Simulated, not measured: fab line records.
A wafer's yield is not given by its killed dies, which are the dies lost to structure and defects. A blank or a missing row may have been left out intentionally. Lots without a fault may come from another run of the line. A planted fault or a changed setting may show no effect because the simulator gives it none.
One fault through the eyes of 2 desks -- flow n5_finfet -- what lay behind the numbers comes last; until then each desk has only its own

METROLOGY DESK
What the gauges read for every lot (on any tool): the sampled wafers with a number, averaged. The brackets show how far a lot's mean lies from the usual mean; more than 4 standard deviations puts the lot out of limits, marked OUT.
Columns: A = MIM_BOT_OVL at N5_MIM_BOT_LITHO_OVL_MEAS_11, usual 1 nm
lot,first seen here,A
L231,day 11 15:02,-11
L232,day 12 01:04,0
L233,day 12 03:29,2
L235,day 12 12:22,-2
L236,day 12 17:41,1
L238,day 13 08:04,8
L239,day 13 17:05,-2
L240,day 14 07:41,1
L245,day 15 07:55,-1
L246,day 15 11:31,4
L247,day 15 18:29,0
L248,day 16 01:41,1
L250,day 16 15:31,8
L253,day 17 12:03,8
This desk's verdict: no lot among the 14 shows anything out of limits.

THE TOOL OWNER'S DESK: rie_metal-02
The tool's own readings at N5_BEOL_M10_HM_OPEN_17 (chemistry Cl2/BCl3, target TiN, target depth 20 nm, overetch 6 nm): means of the sampled wafers that have a number, for each lot that ran on this tool. The brackets show how far a lot's mean lies from the usual mean; more than 4 standard deviations puts the lot out of limits, marked OUT.
Columns: A = drypump_motor_current_A at N5_BEOL_M10_HM_OPEN_17, usual 5.7 A; B = he_backside_leak_sccm at N5_BEOL_M10_HM_OPEN_17, usual 3.41 sccm; C = oes_product_au at N5_BEOL_M10_HM_OPEN_17, usual 0.69 a.u.; D = throttle_valve_pct at N5_BEOL_M10_HM_OPEN_17, usual 22.31 %
lot,first seen here,A,B,C,D
L231,day 9 12:49,5.0,3.53,0.62,22.52
L239,day 12 02:28,4.7,3.62,0.54,22.68
L245,day 13 11:12,5.6,3.26,0.72,22.26
L246,day 13 19:46,5.6,3.27,0.72,22.27
This desk's verdict: no lot among the 4 shows anything out of limits.

ALL TOGETHER
From the metrology desk's view, nothing was out of limits.
Nothing out of limits was seen by the tool owner's desk.

WHAT THE SIMULATOR HAD PUT IN
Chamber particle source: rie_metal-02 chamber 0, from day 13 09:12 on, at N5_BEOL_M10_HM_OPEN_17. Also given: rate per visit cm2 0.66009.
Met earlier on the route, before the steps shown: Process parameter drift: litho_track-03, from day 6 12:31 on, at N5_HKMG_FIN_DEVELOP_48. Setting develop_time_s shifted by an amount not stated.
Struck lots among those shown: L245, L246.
